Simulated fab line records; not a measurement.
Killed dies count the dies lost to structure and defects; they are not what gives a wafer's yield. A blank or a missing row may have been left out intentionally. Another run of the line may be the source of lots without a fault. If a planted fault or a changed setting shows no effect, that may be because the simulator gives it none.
fab line records -- flow n5-finfet
record: lots: 6, wafers: 17, last-day: 18
route steps=1938 shown SDB@357 BEOL_M4@1111 PASSIVATION@1936
lots with no fault: from the same line, run without faults
start-h: the number of hours between the record's first day and the start of the first shown wafer of the lot -- wait-h: hours elapsed since this lot's preceding step -- " unchanged from the row above -- L1.1+2: several wafers, shown together as one row -- - no value present, or no start provided -- * or withheld: withheld -- < > ~ a bound
route shown NAME@n: NAME is a module with steps in the file, n the number in the route of the first one -- usual: average and standard deviation across the fault-free wafers -- same: alike in all rows -- chamber/n: place in a boat -- sites: per-site readings -- _std_site: standard deviation of those values -- _edge_site: outer sites' mean less inner sites' -- radius-mm: for every site, how far away it sits from the centre of the wafer -- mask NAME#n: copy n -- behind: the most recent tool/chamber to have shaped the wafer -- hold: what put the lot on hold/how long, in hours/how the hold closed -- device: names the non-switching transistor (n, p or np) -- end of line: the same wafers' tests at the end of the route -- where a step has no rows: the recipe by itself -- killed: count of dies lost to structure and defects at first sort (not the wafer's yield) -- map: shows each die of a wafer: x if killed, . if not, _ if none is there
set.NAME: the setting as run; set.NAME@STEP: as run at that earlier step -- model.NAME: the simulator's own value behind a step, which no gauge read
lots at some steps of the route; a table a step, a row a wafer
services: from which hour (start-h, from the record's first day; less than 0 if before it) a tool's chamber was out of use, for how many hours, and why
== steps ==
step: N5_SDB_OVL_MEAS_12
recipe: points-per-wafer: 44
usual: SDB_OVL: 0.1/0.66
lot.wafer,tool,chamber,start-h,wait-h,SDB_OVL[nm]
L593.3,overlay-01,0,79.17,0.0,-0.4
L593.4,overlay-01,0,79.17,0.0,0.2
L593.5,overlay-01,0,79.17,0.0,0.7
L599.3,overlay-02,0,116.97,0.0,0.8
L599.4,overlay-02,0,116.97,0.0,0.0
L599.5,overlay-02,0,116.97,0.0,0.7
L603.2,overlay-01,0,140.61,0.0,0.2
L603.4,overlay-01,0,140.61,0.0,-0.8
L603.6,overlay-01,0,140.61,0.0,0.4
L604.1,overlay-01,0,145.14,0.0,0.8
L604.3,overlay-01,0,145.14,0.0,0.2
L604.6,overlay-01,0,145.14,0.0,-0.6
L609.3,overlay-01,0,172.59,0.0,-0.5
L609.5,overlay-01,0,172.59,0.0,0.1
L611.3,overlay-01,0,183.27,0.0,0.4
L611.4,overlay-01,0,183.27,0.0,1.2
L611.6,overlay-01,0,183.27,0.0,0.9
step: N5_SDB_INSPECT_13
recipe: mode: adi, inspect-instrument: brightfield
usual: raw-defect-count: 79/30
lot.wafer,tool,chamber,start-h,wait-h,raw-defect-count
L593.3,defect-inspect-02,-,79.19,0.0,69
L593.4,defect-inspect-02,-,79.19,0.0,75
L593.5,defect-inspect-02,-,79.19,0.0,57
L599.3,defect-inspect-02,-,116.99,0.0,129
L599.4,defect-inspect-02,-,116.99,0.0,58
L599.5,defect-inspect-02,-,116.99,0.0,61
L603.2,defect-inspect-01,-,140.64,0.0,79
L603.4,defect-inspect-01,-,140.64,0.0,100
L603.6,defect-inspect-01,-,140.64,0.0,73
L604.1,defect-inspect-01,-,145.17,0.0,51
L604.3,defect-inspect-01,-,145.17,0.0,69
L604.6,defect-inspect-01,-,145.17,0.0,96
L609.3,defect-inspect-01,-,172.61,0.0,143
L609.5,defect-inspect-01,-,172.61,0.0,64
L611.3,defect-inspect-02,-,183.29,0.0,174
L611.4,defect-inspect-02,-,183.29,0.0,109
L611.6,defect-inspect-02,-,183.29,0.0,143
step: N5_SDB_DESCUM_16
recipe: chemistry: O2, time-s: 7.9, source-power-w: 50, bias-power-w: 20, pressure-mtorr: 20, rf-frequency-hz: 2.712e+07, temp-c: 40, resist: CAR-ArF, o2-flow-sccm: 225
step: N5_SDB_ETCH_17
recipe: chemistry: CF4, target: SiARC, target-depth-a: 234, mask-material: CAR-ArF, time-s: 39, ion-energy-ev: 80, pressure-mtorr: 40, source-w: 545, bias-w: 36, Ar_flow_sccm: 100, cf4-flow-sccm: 100, ends: cleared
usual: drypump-motor-current-A: 5.7/0.42, etch-rf-on-time-s: 38.9/0.89, oes-product-au: 0.68/0.085, rf-vpp-V: 184.3/0.92, showerhead-plenum-p-Torr: 2.16/0.046, throttle-valve-pct: 15.62/0.2
lot.wafer,tool,chamber,start-h,wait-h,drypump-motor-current-A,etch-rf-on-time-s,oes-product-au,rf-hours-counter-h,rf-vpp-V,showerhead-plenum-p-Torr,throttle-valve-pct
L593.3,rie-diel-02,2,79.26,0.0,5.8,38.4,0.78,15,185.3,2.18,15.46
L593.4,rie-diel-02,1,79.26,0.0,5.0,40.7,0.61,191,184.2,2.12,15.61
L593.5,rie-diel-02,1,79.26,0.0,4.9,40.4,0.61,-,185.0,2.12,15.63
L599.3,rie-diel-05,0,117.06,0.0,6.2,39.5,0.63,147,183.5,2.14,15.75
L599.4,rie-diel-05,3,117.06,0.0,5.3,37.2,0.81,10,185.2,2.18,15.28
L599.5,rie-diel-05,0,117.06,0.0,6.2,39.5,0.62,-,183.4,2.13,15.73
L603.2,rie-diel-06,1,140.71,0.0,5.7,37.5,0.75,28,185.3,2.19,15.36
L603.4,rie-diel-06,0,140.71,0.0,5.8,38.4,0.77,23,183.9,2.18,15.47
L603.6,rie-diel-06,0,140.71,0.0,5.8,38.3,0.78,-,185.4,2.18,15.47
L604.1,rie-diel-05,0,145.24,0.0,6.2,39.6,0.62,159,183.8,2.13,15.74
L604.3,rie-diel-05,2,145.24,0.0,5.5,40.2,0.59,208,185.2,2.13,15.68
L604.6,rie-diel-05,0,145.24,0.0,6.2,39.2,0.62,-,184.4,2.13,15.75
L609.3,rie-diel-06,2,172.68,0.0,6.3,39.9,0.60,203,182.0,2.13,15.77
L609.5,rie-diel-06,0,172.68,0.0,5.8,38.1,0.77,-,185.0,2.18,15.47
L611.3,rie-diel-05,1,183.36,0.0,5.4,38.3,0.64,174,183.4,2.12,15.83
L611.4,rie-diel-05,0,183.36,0.0,6.3,39.4,0.61,171,184.9,2.13,15.78
L611.6,rie-diel-05,2,183.36,0.0,5.5,40.3,0.58,-,183.5,2.13,15.70
step: N5_SDB_ETCH_18
recipe: chemistry: N2/H2, target: SOC, target-depth-a: 1000, overetch-a: 200, mask-material: SiARC, temp-c: 40, time-s: 150, ion-energy-ev: 200, pressure-mtorr: 30, source-w: 840, bias-w: 150, n2-flow-sccm: 200, h2-flow-sccm: 200
usual: drypump-motor-current-A: 5.7/0.42, oes-product-au: 0.71/0.081, rf-vpp-V: 524.6/1.7, showerhead-plenum-p-Torr: 2.56/0.06, throttle-valve-pct: 17.82/0.14
lot.wafer,tool,chamber,start-h,wait-h,drypump-motor-current-A,oes-product-au,rf-hours-counter-h,rf-vpp-V,showerhead-plenum-p-Torr,throttle-valve-pct
L593.3,rie-diel-02,2,79.30,0.0,5.8,0.81,15,526.9,2.59,17.71
L593.4,rie-diel-02,1,79.30,0.0,5.0,0.65,191,522.8,2.51,17.83
L593.5,rie-diel-02,1,79.30,0.0,5.0,0.65,-,523.1,2.51,17.82
L599.3,rie-diel-05,0,117.10,0.0,6.2,0.66,147,522.9,2.53,17.95
L599.4,rie-diel-05,3,117.10,0.0,5.4,0.82,10,526.6,2.61,17.79
L599.5,rie-diel-05,0,117.10,0.0,6.2,0.66,-,522.8,2.53,17.96
L603.2,rie-diel-06,1,140.74,0.0,5.7,0.78,28,526.0,2.62,17.70
L603.4,rie-diel-06,0,140.74,0.0,5.8,0.81,23,524.7,2.58,17.78
L603.6,rie-diel-06,0,140.74,0.0,5.8,0.81,-,524.8,2.58,17.78
L604.1,rie-diel-05,0,145.27,0.0,6.2,0.65,159,523.5,2.53,17.97
L604.3,rie-diel-05,2,145.27,0.0,5.5,0.63,208,523.0,2.52,17.82
L604.6,rie-diel-05,0,145.27,0.0,6.2,0.65,-,523.9,2.53,17.97
L609.3,rie-diel-06,2,172.72,0.0,6.3,0.64,203,525.5,2.51,17.85
L609.5,rie-diel-06,0,172.72,0.0,5.8,0.80,-,527.4,2.58,17.81
L611.3,rie-diel-05,1,183.39,0.0,5.4,0.67,174,523.4,2.53,18.05
L611.4,rie-diel-05,0,183.39,0.0,6.2,0.65,171,521.8,2.52,17.98
L611.6,rie-diel-05,2,183.39,0.0,5.5,0.62,-,523.8,2.52,17.86
step: N5_SDB_STRIP_19
recipe: chemistry: N2/H2, temp-c: 40, n2-flow-sccm: 200, h2-flow-sccm: 200, rf-frequency-hz: 6e+07
step: N5_SDB_STRIP_21
recipe: chemistry: CF4, resist: SiARC, power-w: 300, bias-power-w: 75, pressure-mtorr: 50, cf4-flow-sccm: 150, rf-frequency-hz: 6e+07
usual: drypump-motor-current-A: 5.7/0.42, oes-product-au: 0.79/0.09, rf-vpp-V: 271.5/1.1, showerhead-plenum-p-Torr: 1.81/0.041, throttle-valve-pct: 13.60/0.22
lot.wafer,tool,chamber,start-h,wait-h,drypump-motor-current-A,oes-product-au,rf-hours-counter-h,rf-vpp-V,showerhead-plenum-p-Torr,throttle-valve-pct
L593.3,rie-diel-02,2,79.44,0.0,5.8,0.90,15,272.6,1.84,13.42
L593.4,rie-diel-02,1,79.44,0.0,5.0,0.71,191,271.2,1.77,13.58
L593.5,rie-diel-02,1,79.44,0.0,5.0,0.72,-,271.5,1.77,13.57
L599.3,rie-diel-05,0,117.23,0.0,6.2,0.73,147,270.5,1.79,13.69
L599.4,rie-diel-05,3,117.23,0.0,5.3,0.91,10,273.1,1.82,13.24
L599.5,rie-diel-05,0,117.23,0.0,6.2,0.73,-,271.4,1.79,13.71
L603.2,rie-diel-06,1,140.88,0.0,5.8,0.87,28,271.1,1.84,13.33
L603.4,rie-diel-06,0,140.88,0.0,5.8,0.90,23,272.7,1.84,13.44
L603.6,rie-diel-06,0,140.88,0.0,5.8,0.89,-,273.1,1.84,13.43
L604.1,rie-diel-05,0,145.41,0.0,6.2,0.72,159,270.5,1.78,13.74
L604.3,rie-diel-05,2,145.41,0.0,5.5,0.70,208,269.8,1.78,13.67
L604.6,rie-diel-05,0,145.41,0.0,6.2,0.72,-,270.5,1.78,13.74
L609.3,rie-diel-06,2,172.85,0.0,6.3,0.70,203,270.1,1.79,13.82
L609.5,rie-diel-06,0,172.85,0.0,5.8,0.88,-,271.5,1.83,13.44
L611.3,rie-diel-05,1,183.53,0.0,5.4,0.73,174,271.8,1.79,13.84
L611.4,rie-diel-05,0,183.53,0.0,6.2,0.71,171,271.1,1.78,13.74
L611.6,rie-diel-05,2,183.53,0.0,5.5,0.69,-,270.9,1.78,13.71
step: N5_SDB_HM_OPEN_20
recipe: chemistry: CH3F/O2, target: SiNx, mask-material: SOC, target-depth-a: 240, stop-on: poly-Si, over-etch-frac: 0.4, ion-energy-ev: 120, pressure-mtorr: 30, source-w: 395, bias-w: 73, Ar_flow_sccm: 150, CH3F_flow_sccm: 30, O2_flow_sccm: 20
usual: drypump-motor-current-A: 5.7/0.42, oes-product-au: 0.65/0.076, rf-vpp-V: 296/5.3, showerhead-plenum-p-Torr: 2.01/0.042, throttle-valve-pct: 16.32/0.19
lot.wafer,tool,chamber,start-h,wait-h,drypump-motor-current-A,oes-product-au,rf-hours-counter-h,rf-vpp-V,showerhead-plenum-p-Torr,throttle-valve-pct
L593.3,rie-diel-02,2,79.46,0.0,5.8,0.77,15,289,2.04,16.14
L593.4,rie-diel-02,1,79.46,0.0,5.0,0.61,191,295,1.99,16.41
L593.5,rie-diel-02,1,79.46,0.0,5.0,0.61,-,292,1.99,16.42
L599.3,rie-diel-05,0,117.25,0.0,6.3,0.60,147,298,2.00,16.50
L599.4,rie-diel-05,3,117.25,0.0,5.3,0.77,10,291,2.04,16.04
L599.5,rie-diel-05,0,117.25,0.0,6.2,0.61,-,301,2.00,16.51
L603.2,rie-diel-06,1,140.90,0.0,5.8,0.72,28,295,2.04,16.08
L603.4,rie-diel-06,0,140.90,0.0,5.8,0.76,23,302,2.03,16.17
L603.6,rie-diel-06,0,140.90,0.0,5.8,0.76,-,300,2.03,16.15
L604.1,rie-diel-05,0,145.43,0.0,6.3,0.58,159,299,2.00,16.54
L604.3,rie-diel-05,2,145.43,0.0,5.5,0.58,208,299,1.99,16.39
L604.6,rie-diel-05,0,145.43,0.0,6.2,0.60,-,299,2.00,16.53
L609.3,rie-diel-06,2,172.87,0.0,6.3,0.57,203,307,1.98,16.49
L609.5,rie-diel-06,0,172.87,0.0,5.8,0.73,-,302,2.02,16.17
L611.3,rie-diel-05,1,183.55,0.0,5.4,0.60,174,296,1.98,16.49
L611.4,rie-diel-05,0,183.55,0.0,6.2,0.60,171,298,1.99,16.55
L611.6,rie-diel-05,2,183.55,0.0,5.5,0.57,-,299,1.98,16.41
step: N5_SDB_STRIP_22
recipe: chemistry: N2/H2, power-w: 1000, temp-c: 250, h2-frac: 0.65, overash-fraction: 0.3, pressure-mtorr: withheld, n2-flow-sccm: 1750, h2-flow-sccm: 3250
step: N5_SDB_PRECLEAN_23
recipe: chemistry: dHF, time-s: 30, temp-c: 25, dilution: withheld
step: N5_SDB_DUMMY_REMOVE_24
recipe: chemistry: TMAH, temp-c: 70, target: poly-Si, stop-on: SiO2, target-depth-nm: 142, conc-wt-pct: 5, time-s: 57, dry: ipa-marangoni, rinse-time-s: 30, rinse-temp-c: 23
step: N5_SDB_ETCH_25
recipe: chemistry: C4F6/O2, target: SiO2, target-depth-a: 100, time-s: 3.3, ion-energy-ev: 250, mask-material: SiNx, pressure-mtorr: 30, source-w: 345, bias-w: 185, Ar_flow_sccm: 300, C4F6_flow_sccm: 10, O2_flow_sccm: 10
usual: drypump-motor-current-A: 5.7/0.42, oes-product-au: 0.78/0.094, rf-vpp-V: 662/11, showerhead-plenum-p-Torr: 2.85/0.055, throttle-valve-pct: 21.16/0.15
lot.wafer,tool,chamber,start-h,wait-h,drypump-motor-current-A,oes-product-au,rf-hours-counter-h,rf-vpp-V,showerhead-plenum-p-Torr,throttle-valve-pct
L593.3,rie-diel-02,1,79.76,0.0,5.0,0.71,191,660,2.84,21.25
L593.4,rie-diel-02,3,79.76,0.0,6.3,0.68,239,659,2.67,21.28
L593.5,rie-diel-02,1,79.76,0.0,5.0,0.72,-,660,2.84,21.25
L599.3,rie-diel-05,1,117.56,0.0,5.4,0.76,150,659,2.82,21.24
L599.4,rie-diel-05,2,117.56,0.0,5.5,0.71,196,669,2.84,21.19
L599.5,rie-diel-05,0,117.56,0.0,6.3,0.74,-,669,2.84,21.35
L603.2,rie-diel-06,1,141.20,0.0,5.7,0.87,28,661,2.91,20.93
L603.4,rie-diel-06,2,141.20,0.0,6.3,0.71,193,687,2.82,21.23
L603.6,rie-diel-06,0,141.20,0.0,5.8,0.91,-,674,2.88,21.05
L604.1,rie-diel-06,2,145.73,0.0,6.3,0.71,194,690,2.82,21.20
L604.3,rie-diel-06,0,145.73,0.0,5.8,0.91,24,674,2.88,21.06
L604.6,rie-diel-06,1,145.73,0.0,5.7,0.88,-,659,2.91,20.92
L609.3,rie-diel-05,0,173.34,0.2,6.2,0.72,167,668,2.83,21.35
L609.5,rie-diel-05,3,173.34,0.2,5.3,0.90,-,651,2.89,20.98
L611.3,rie-diel-06,1,184.02,0.0,5.7,0.85,40,660,2.90,20.95
L611.4,rie-diel-06,3,184.02,0.0,5.8,0.73,178,647,2.82,21.19
L611.6,rie-diel-06,3,184.02,0.0,5.8,0.73,-,647,2.82,21.20
step: N5_SDB_CUT_ETCH_26
recipe: chemistry: HBr/Cl2/O2, target: Si, target-depth-a: 1296, bt-time-s: 20, mask-material: SiNx, time-s: 51.8, ion-energy-ev: *, bias-w: *, pressure-mtorr: 10, icp-w: 800, HBr_flow_sccm: 150, Cl2_flow_sccm: 80, O2_flow_sccm: 12
usual: drypump-motor-current-A: 5.7/0.5, oes-product-au: 1.001/0.017, throttle-valve-pct: 37.2/0.3
lot.wafer,tool,chamber,start-h,wait-h,drypump-motor-current-A,oes-product-au,rf-hours-counter-h,throttle-valve-pct,model.etch.depth-nm,model.SDB.feature-depth-nm,model.SiNx_of_SDB_HM_DEP_00.thk-nm
L593.3,rie-si-01,0,79.84,0.1,6.3,1.005,140,37.4,129.7,129.8,22.8
L593.4,rie-si-01,1,79.84,0.1,4.9,0.993,2,37.1,129.8,129.8,23.8
L593.5,rie-si-01,0,79.84,0.1,6.3,1.004,-,37.4,130.3,130.4,23
L599.3,rie-si-01,3,117.64,0.1,6.4,1.014,120,36.8,130.2,130.2,21.6
L599.4,rie-si-01,0,117.64,0.1,6.3,1.011,140,37.4,130.9,131,22.6
L599.5,rie-si-01,2,117.64,0.1,5.6,0.994,-,37.7,127.2,127.2,22.2
L603.2,rie-si-01,1,141.28,0.1,4.9,0.993,3,37.1,131,131,22.4
L603.4,rie-si-01,3,141.28,0.1,6.4,1.011,120,36.8,130.7,130.8,22.6
L603.6,rie-si-01,2,141.28,0.1,5.6,1.003,-,37.7,127.2,127.2,22
L604.1,rie-si-02,3,145.81,0.1,5.4,0.979,143,37.1,129.1,129.2,21.4
L604.3,rie-si-02,1,145.81,0.1,5.7,1.033,2,36.9,126.8,126.8,22.6
L604.6,rie-si-02,3,145.81,0.1,5.4,0.985,-,37.1,129.3,129.2,22.2
L609.3,rie-si-02,0,173.42,0.1,6.2,0.985,6,36.7,179,179,15.2
L609.5,rie-si-02,0,173.42,0.1,6.2,0.987,-,36.7,178.3,178.2,16
L611.3,rie-si-02,2,184.11,0.1,5.5,0.990,64,37.4,173.7,173.8,16
L611.4,rie-si-02,3,184.11,0.1,5.3,0.980,143,37.1,130,130,22.6
L611.6,rie-si-02,3,184.11,0.1,5.4,0.987,-,37.1,128.9,129,22.6
step: N5_SDB_PRECLEAN_38
recipe: chemistry: dHF, time-s: 10, dilution: 750:1, temp-c: 25
lot.wafer,tool,chamber,start-h,wait-h,model.SiNx_of_SDB_HM_DEP_00.thk-nm
L593.3,wet-bench-05,1,79.96,0.1,22.8
L593.4,wet-bench-05,4,79.96,0.1,23.6
L593.5,wet-bench-05,2,79.96,0.1,23
L599.3,wet-bench-03,4,117.76,0.1,21.6
L599.4,wet-bench-03,5,117.76,0.1,22.6
L599.5,wet-bench-03,3,117.76,0.1,22.2
L603.2+4,wet-bench-03,"4,2",141.40,0.1,22.4
L603.6,wet-bench-03,6,141.40,0.1,22
L604.1,wet-bench-05,1,145.93,0.1,21.4
L604.3,wet-bench-05,2,145.93,0.1,22.6
L604.6,wet-bench-05,5,145.93,0.1,22.2
L609.3,wet-bench-03,2,173.54,0.1,15.2
L609.5,wet-bench-03,7,173.54,0.1,15.8
L611.3,wet-bench-05,5,184.22,0.1,16
L611.4,wet-bench-05,1,184.22,0.1,22.6
L611.6,wet-bench-05,4,184.22,0.1,22.4
step: N5_SDB_PRECLEAN_39
recipe: chemistry: O3/DIW, time-s: 45, temp-c: 22, o3-ppm: 10
step: N5_BEOL_M4_RC_MEAS_101
usual: DIBL_N: 36.0/1.6, DIBL_P: 35.8/2, IOFF_N: 0.152/0.03, IOFF_P: 0.20/0.031, ION_N: 670/12, ION_P: 459/7.4, SS_N: 71.5/0.56, SS_P: 73.2/0.64, VT_N: 251/3.5, VT_P: -252/3.3
lot.wafer,tool,chamber,start-h,wait-h,DIBL_N[mV/V],DIBL_P[mV/V],IOFF_N[nA/um],IOFF_P[nA/um],ION_N[uA/um],ION_P[uA/um],SS_N[mV/dec],SS_P[mV/dec],VT_N[mV],VT_P[mV]
L593.3,prober-02,0,206.24,0.3,36.2,35.8,0.151,0.18,681,468,71.5,73.4,250,-251
L593.4,prober-02,0,206.24,0.3,38.0,37.8,0.177,0.21,671,458,71.3,73.9,249,-250
L593.5,prober-02,0,206.24,0.3,33.7,33.6,0.120,0.16,676,465,70.2,73.0,254,-250
L599.3,prober-01,0,246.25,0.3,37.4,37.2,0.158,0.20,676,463,72.6,73.1,250,-253
L599.4,prober-01,0,246.25,0.3,35.7,35.1,0.136,0.18,684,463,71.2,73.2,250,-253
L599.5,prober-01,0,246.25,0.3,34.2,34.1,0.114,0.16,658,457,71.5,71.8,257,-256
L604.1,prober-02,0,262.11,0.0,35.1,35.8,0.133,0.18,669,455,71.4,72.8,252,-254
L604.3,prober-02,0,262.11,0.0,38.1,39.6,0.190,0.22,668,454,72.8,73.3,247,-250
L604.6,prober-02,0,262.11,0.0,37.5,38.8,0.176,0.21,679,458,72.1,73.5,249,-252
L603.2,prober-02,0,281.19,0.2,39.2,37.8,0.193,0.21,684,460,72.1,74.2,245,-252
L603.4,prober-02,0,281.19,0.2,37.3,35.9,0.163,0.19,669,457,72.5,73.2,246,-254
L603.6,prober-02,0,281.19,0.2,35.6,33.4,0.132,0.15,662,447,71.0,71.9,252,-255
L609.3,prober-02,0,294.34,0.3,35.3,35.7,0.146,0.20,674,461,70.9,73.4,248,-251
L609.5,prober-02,0,294.34,0.3,39.4,40.1,0.222,0.27,698,474,72.0,74.7,243,-247
L611.3,prober-02,0,329.27,0.3,34.8,33.4,0.128,0.20,659,464,71.4,73.2,252,-246
L611.4,prober-02,0,329.27,0.3,36.7,35.4,0.155,0.24,676,468,71.2,73.9,249,-246
L611.6,prober-02,0,329.27,0.3,36.1,34.2,0.141,0.21,667,461,71.7,73.1,251,-248
step: N5_PASSIVATION_PROBE_49
usual: defect-limited-yield: 91.6/1.4, killed_at_M0_to_M3: 33/10, killed_at_M4_up: 13/5.3, killed-at-contacts: 13/5.9, killed-at-front-end: 36/12, killed-at-other: 4/3.1, killed-dies: 99/16, killed-open: 65/13, killed-short: 32/7.3, sort_bin_5_function: 4.9/0.9, sort_bin_6_memory: 3.1/0.66, sort-n-pass: 1081/17, sort-yield-pct: 91.6/1.4
same: gross-dies: 1180, killed-at-back-side: 0, sort_bin_4_leakage[%]: 0, sort_bin_8_speed[%]: 0
lot.wafer,tool,chamber,start-h,wait-h,defect-limited-yield[%],killed_at_M0_to_M3,killed_at_M4_up,killed-at-contacts,killed-at-front-end,killed-at-other,killed-dies,killed-open,killed-short,sort_bin_5_function[%],sort_bin_6_memory[%],sort-n-pass,sort-yield-pct[%]
L604.6,prober-02,-,366.17,0.3,90.3,28,15,13,58,1,115,77,31,5.9,3.0,1065,90.3
killed by level:class
L604.6 FIN_SAQP:geometric-particle:open=18 BEOL_M3:geometric-particle:open=14 FIN_SAQP:geometric-particle:short=11 DUMMY_GATE:geometric-particle:open=9 MOL_CONTACT_COAG:geometric-particle:open=9 STI_FIN_REVEAL:geometric-particle:open=7 BEOL_M3:geometric-particle:short=7 BEOL_M4:geometric-particle:open=7
== services ==
tool,chamber,start-h,hours,kind
rie-diel-05,3,66.19,7.2,repair
rie-diel-06,0,67.14,4.2,repair
rie-si-02,3,67.58,13.5,repair
rie-si-02,-,88.26,0.2,repair
rie-diel-02,2,98.10,16.2,repair
rie-si-02,2,108.47,4.5,repair
rie-diel-02,3,114.42,-,clean
rie-diel-02,3,114.42,-,consumable-replace:focus-ring
rie-diel-02,3,114.42,-,consumable-replace:showerhead
rie-diel-02,3,114.42,17.7,scheduled-down
rie-diel-02,3,114.42,17.7,vent-cycle
rie-diel-05,3,118.81,5.5,repair
rie-si-02,-,147.81,6.2,repair
rie-diel-02,0,153.84,5.9,repair
rie-diel-02,1,156.34,5.9,repair
== key ==
first-sign none at tools or gauges
model-effect: step: N5_SDB_CUT_ETCH_26, value: etch.depth-nm, without: 130, struck: 177
model-effect: step: N5_SDB_PRECLEAN_38, value: SiNx_of_SDB_HM_DEP_00.thk-nm, without: 21.53, struck: 15.67
met-at N5_SDB_CUT_ETCH_26
struck-wafers L609.3,L609.5,L611.3
onset-between 145.81 173.42
fault: kind: process-parameter-drift, tool: rie-si-02, chamber: -, onset-h: 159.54, steps: N5_SDB_CUT_ETCH_26, channel: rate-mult, offset: 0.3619, shape: step, end-h: 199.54, scope: struck-wafers-only
